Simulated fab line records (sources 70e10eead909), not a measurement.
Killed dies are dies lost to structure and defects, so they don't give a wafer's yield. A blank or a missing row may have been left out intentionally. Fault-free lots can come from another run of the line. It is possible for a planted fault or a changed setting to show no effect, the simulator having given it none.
Problem report in the 8D (eight disciplines) form, filled by code + flow nand-harc + the parts of the form that need people (team, actions taken, sign-off) are left out

## 1. THE PROBLEM
Wafers with no fault read 100.0 nm with a standard deviation of 0.49, whereas cd-nm at NHARC_A_CHANNEL_HOLE_D1_CD_MEAS_10 reads a mean of 110.8 nm on 1 wafer of 1 lot. Measured from the usual mean, that is +22 standard deviations.
The step: target cd 100 nm.
Seen first at day 15 22:23 on cd-sem-02, wafer L188.1. Wafers with a number at this step in the record: 24, from 8 lots. Rule for "out" (also "out of limits"): further than 4 standard deviations from the usual mean. The rest of the wafers with a number are treated as sound.

## 2. WHAT IT IS AND WHAT IT IS NOT
| question                    | is                | is not                                                                          |
|-----------------------------|-------------------|---------------------------------------------------------------------------------|
| which readings at this step | cd-nm             | -                                                                               |
| which lots                  | L188              | L171, L173, L174, L176, L190, L191, L193                                        |
| which wafers of those lots  | L188.1            | L188.2, L188.3                                                                  |
| read on which gauges        | cd-sem-02         | cd-sem-01, cd-sem-03                                                            |
| when                        | from day 15 22:23 | up to then (14 sound wafers); but 9 sound wafers of L190, L191, L193 came after |

## 3. THE SUSPECTS, EACH WITH WHAT RULES IT OUT
Counting: any tool at a process step up to the reading remains a suspect provided it ran every lot that is out. Sound lots after the first of them don't rule it out here, since some wafers of a struck lot are sound.
- the gauge at NHARC_A_CHANNEL_HOLE_D1_CD_MEAS_10 has been ruled out. All the wafers that are out were read on cd-sem-02, but those of them that NHARC_A_CHANNEL_HOLE_D1_CD_MEAS_30 has rows for are out there too, on other tools.
- litho-track-01 at NHARC_A_CHANNEL_HOLE_D1_PEB_08 (peb time 65 s): kept. It ran the lot that is out, L188 (day 15 22:19); its last sound lot up to then is L176 (day 10 19:07).
Left after counting: litho-track-01 at NHARC_A_CHANNEL_HOLE_D1_PEB_08.

## 4. THE CAUSE (what the simulator had put in)
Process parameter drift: litho-track-01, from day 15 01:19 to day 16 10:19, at NHARC_A_CHANNEL_HOLE_D1_PEB_08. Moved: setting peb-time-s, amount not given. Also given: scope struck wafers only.
Only this tool survived the counting.

## 5. SEQUENCE OF EFFECTS, ordered by route
One row per reading whose mean, taken over the struck wafers that have a number, lies over 3 standard deviations from the usual. Only readings whose record carries a usual standard deviation are examined. hours: median over the lots of the time between each lot's start at the first step of this table that gives one and its start at this step. sigmas: the change, counted in usual standard deviations.
| hours | step                               | reading                     | usual    | on struck wafers | change | sigmas |
|-------|------------------------------------|-----------------------------|----------|------------------|--------|--------|
| 0     | NHARC_A_CHANNEL_HOLE_D1_CD_MEAS_10 | cd-nm                       | 100.0 nm | 110.8            | +10.8  | +22    |
| 7     | NHARC_A_CHANNEL_HOLE_D1_CD_MEAS_30 | cd-nm                       | 89.8 nm  | 101.7            | +11.9  | +11    |
| 7     | NHARC_A_CHANNEL_HOLE_D1_XSEM_31    | bot-cd-nm                   | 74.4 nm  | 86.0             | +11.6  | +8.9   |
| 398   | NHARC_END_WLT_00                   | VT_DECK1_BOTTOM_INNER       | 0.874    | 0.904            | +0.030 | +3.3   |
| 398   | NHARC_END_WLT_00                   | VT_DECK1_MEDIAN_NEAR_BOTTOM | 0.875    | 0.909            | +0.034 | +3.6   |
| 398   | NHARC_END_WLT_00                   | VT_DECK1_MIDDLE_INNER       | 0.887    | 0.915            | +0.028 | +3.0   |
It contains these process steps:
- NHARC_A_CHANNEL_HOLE_D1_XSEM_31
At these later measuring or inspecting steps, every struck wafer for which the step has a row has a number for every such reading, and none has moved that far: NHARC_END_SORT_01.

## 6. WHAT WOULD HAVE CAUGHT IT SOONER
The first out-of-limits reading at a measuring or inspecting step in this record came at day 15 22:23, 21 hours after the fault's start at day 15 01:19.
Tool readings at NHARC_A_CHANNEL_HOLE_D1_PEB_08 with a usual standard deviation given in the record: none out on any struck wafer, hence no alarm at a limit of 4 standard deviations on them.
Each of the lots that are out, 1 in all, had begun NHARC_A_CHANNEL_HOLE_D1_PEB_08 on litho-track-01 no later than day 15 22:23. Tool hold at that time: it would have spared none of them.
